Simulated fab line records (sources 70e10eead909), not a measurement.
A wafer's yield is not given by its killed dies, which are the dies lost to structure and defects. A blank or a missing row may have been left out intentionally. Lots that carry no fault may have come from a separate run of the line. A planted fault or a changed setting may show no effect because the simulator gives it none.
Matching of chambers || flow nand-harc || rie-diel-11 running NHARC_A_STAIRCASE_TRIM_229: 4 sister chambers
The step chemistry O2, time 211.2 s. 24 wafers are shown with their chamber, then 12 later ones without.

WAFERS, EACH WITH ITS CHAMBER
{"wafer": "L077.1", "chamber": 2, "showerhead-plenum-p-Torr (Torr)": 3.42, "drypump-motor-current-A (A)": 6.4, "oes-product-au (a.u.)": 1.009}
{"wafer": "L077.5", "chamber": 3, "showerhead-plenum-p-Torr (Torr)": 3.47, "drypump-motor-current-A (A)": 6.0, "oes-product-au (a.u.)": 1.005}
{"wafer": "L077.6", "chamber": 2, "showerhead-plenum-p-Torr (Torr)": 3.42, "drypump-motor-current-A (A)": 6.4, "oes-product-au (a.u.)": 1.011}
{"wafer": "L077.2", "chamber": 0, "showerhead-plenum-p-Torr (Torr)": 3.37, "drypump-motor-current-A (A)": 6.1, "oes-product-au (a.u.)": 1.021}
{"wafer": "L077.3", "chamber": 3, "showerhead-plenum-p-Torr (Torr)": 3.47, "drypump-motor-current-A (A)": 6.1, "oes-product-au (a.u.)": 1.003}
{"wafer": "L077.4", "chamber": 1, "showerhead-plenum-p-Torr (Torr)": 3.63, "drypump-motor-current-A (A)": 5.7, "oes-product-au (a.u.)": 0.988}
{"wafer": "L079.3", "chamber": 2, "showerhead-plenum-p-Torr (Torr)": 3.42, "drypump-motor-current-A (A)": 6.4, "oes-product-au (a.u.)": 0.987}
{"wafer": "L079.4", "chamber": 1, "showerhead-plenum-p-Torr (Torr)": 3.63, "drypump-motor-current-A (A)": 5.7, "oes-product-au (a.u.)": 0.985}
{"wafer": "L079.5", "chamber": 0, "showerhead-plenum-p-Torr (Torr)": 3.37, "drypump-motor-current-A (A)": 6.1, "oes-product-au (a.u.)": 1.008}
{"wafer": "L081.2", "chamber": 0, "showerhead-plenum-p-Torr (Torr)": 3.36, "drypump-motor-current-A (A)": 6.2, "oes-product-au (a.u.)": 1.001}
{"wafer": "L081.3", "chamber": 2, "showerhead-plenum-p-Torr (Torr)": 3.41, "drypump-motor-current-A (A)": 6.4, "oes-product-au (a.u.)": 0.998}
{"wafer": "L081.4", "chamber": 3, "showerhead-plenum-p-Torr (Torr)": 3.46, "drypump-motor-current-A (A)": 6.0, "oes-product-au (a.u.)": 0.999}
{"wafer": "L082.1", "chamber": 2, "showerhead-plenum-p-Torr (Torr)": 3.41, "drypump-motor-current-A (A)": 6.4, "oes-product-au (a.u.)": 1.007}
{"wafer": "L082.4", "chamber": 0, "showerhead-plenum-p-Torr (Torr)": 3.36, "drypump-motor-current-A (A)": 6.1, "oes-product-au (a.u.)": 1.012}
{"wafer": "L082.6", "chamber": 0, "showerhead-plenum-p-Torr (Torr)": 3.36, "drypump-motor-current-A (A)": 6.1, "oes-product-au (a.u.)": 1.017}
{"wafer": "L085.3", "chamber": 1, "showerhead-plenum-p-Torr (Torr)": 3.62, "drypump-motor-current-A (A)": 5.7, "oes-product-au (a.u.)": 0.997}
{"wafer": "L085.5", "chamber": 2, "showerhead-plenum-p-Torr (Torr)": 3.41, "drypump-motor-current-A (A)": 6.4, "oes-product-au (a.u.)": 0.996}
{"wafer": "L085.6", "chamber": 3, "showerhead-plenum-p-Torr (Torr)": 3.46, "drypump-motor-current-A (A)": 6.0, "oes-product-au (a.u.)": 1.001}
{"wafer": "L086.1", "chamber": 0, "showerhead-plenum-p-Torr (Torr)": 3.36, "drypump-motor-current-A (A)": 6.1, "oes-product-au (a.u.)": 1.014}
{"wafer": "L086.3", "chamber": 1, "showerhead-plenum-p-Torr (Torr)": 3.62, "drypump-motor-current-A (A)": 5.7, "oes-product-au (a.u.)": 0.984}
{"wafer": "L086.4", "chamber": 2, "showerhead-plenum-p-Torr (Torr)": 3.41, "drypump-motor-current-A (A)": 6.4, "oes-product-au (a.u.)": 1.000}
{"wafer": "L091.1", "chamber": 1, "showerhead-plenum-p-Torr (Torr)": 3.61, "drypump-motor-current-A (A)": 5.7, "oes-product-au (a.u.)": 0.999}
{"wafer": "L091.3", "chamber": 3, "showerhead-plenum-p-Torr (Torr)": 3.45, "drypump-motor-current-A (A)": 6.1, "oes-product-au (a.u.)": 1.008}
{"wafer": "L091.6", "chamber": 0, "showerhead-plenum-p-Torr (Torr)": 3.35, "drypump-motor-current-A (A)": 6.1, "oes-product-au (a.u.)": 1.017}

SIGNATURES (averages over the wafers above)
{"reading": "showerhead-plenum-p-Torr", "chamber 0": 3.3614, "chamber 1": 3.6220, "chamber 2": 3.4143, "chamber 3": 3.4620, "scatter within a chamber": 0.00713}
{"reading": "drypump-motor-current-A", "chamber 0": 6.114, "chamber 1": 5.700, "chamber 2": 6.400, "chamber 3": 6.040, "scatter within a chamber": 0.0321}
{"reading": "oes-product-au", "chamber 0": 1.01286, "chamber 1": 0.99060, "chamber 2": 1.00114, "chamber 3": 1.00320, "scatter within a chamber": 0.00685}
Rule: a wafer lies at a distance from a chamber equal to the root of the sum of squares, over the readings, of (its reading less the chamber's mean, divided by the reading's scatter). The wafer belongs to the nearest chamber; if the next one is less than 2 further off, it can't be placed. The scatter: the root of (the sum of the squares of (reading less its chamber's mean) over the shown wafers, divided by (wafers less chambers)).

WAFERS WHOSE CHAMBER IS MISSING
{"wafer": "L092.1", "showerhead-plenum-p-Torr (Torr)": 3.45, "drypump-motor-current-A (A)": 6.1, "oes-product-au (a.u.)": 1.011}
{"wafer": "L092.3", "showerhead-plenum-p-Torr (Torr)": 3.61, "drypump-motor-current-A (A)": 5.7, "oes-product-au (a.u.)": 1.007}
{"wafer": "L092.6", "showerhead-plenum-p-Torr (Torr)": 3.40, "drypump-motor-current-A (A)": 6.4, "oes-product-au (a.u.)": 1.013}
{"wafer": "L093.1", "showerhead-plenum-p-Torr (Torr)": 3.45, "drypump-motor-current-A (A)": 6.0, "oes-product-au (a.u.)": 0.998}
{"wafer": "L093.3", "showerhead-plenum-p-Torr (Torr)": 3.35, "drypump-motor-current-A (A)": 6.1, "oes-product-au (a.u.)": 1.015}
{"wafer": "L093.6", "showerhead-plenum-p-Torr (Torr)": 3.35, "drypump-motor-current-A (A)": 6.2, "oes-product-au (a.u.)": 1.007}
{"wafer": "L094.1", "showerhead-plenum-p-Torr (Torr)": 3.45, "drypump-motor-current-A (A)": 6.0, "oes-product-au (a.u.)": 1.007}
{"wafer": "L094.2", "showerhead-plenum-p-Torr (Torr)": 3.35, "drypump-motor-current-A (A)": 6.0, "oes-product-au (a.u.)": 1.010}
{"wafer": "L094.4", "showerhead-plenum-p-Torr (Torr)": 3.61, "drypump-motor-current-A (A)": 5.7, "oes-product-au (a.u.)": 0.994}
{"wafer": "L096.1", "showerhead-plenum-p-Torr (Torr)": 3.61, "drypump-motor-current-A (A)": 5.7, "oes-product-au (a.u.)": 0.994}
{"wafer": "L096.2", "showerhead-plenum-p-Torr (Torr)": 3.35, "drypump-motor-current-A (A)": 6.2, "oes-product-au (a.u.)": 1.009}
{"wafer": "L096.6", "showerhead-plenum-p-Torr (Torr)": 3.40, "drypump-motor-current-A (A)": 6.4, "oes-product-au (a.u.)": 1.007}

WHICH CHAMBER EACH WENT THROUGH
{"wafer": "L092.1", "from the rows above": 3, "in truth": 3}
{"wafer": "L092.3", "from the rows above": 1, "in truth": 1}
{"wafer": "L092.6", "from the rows above": 2, "in truth": 2}
{"wafer": "L093.1", "from the rows above": 3, "in truth": 3}
{"wafer": "L093.3", "from the rows above": 0, "in truth": 0}
{"wafer": "L093.6", "from the rows above": 0, "in truth": 0}
{"wafer": "L094.1", "from the rows above": 3, "in truth": 3}
{"wafer": "L094.2", "from the rows above": 0, "in truth": 0}
{"wafer": "L094.4", "from the rows above": 1, "in truth": 1}
{"wafer": "L096.1", "from the rows above": 1, "in truth": 1}
{"wafer": "L096.2", "from the rows above": 0, "in truth": 0}
{"wafer": "L096.6", "from the rows above": 2, "in truth": 2}
Correct placement for 12 of the 12. Can't be placed from these rows: 0. 0 placed wrongly.
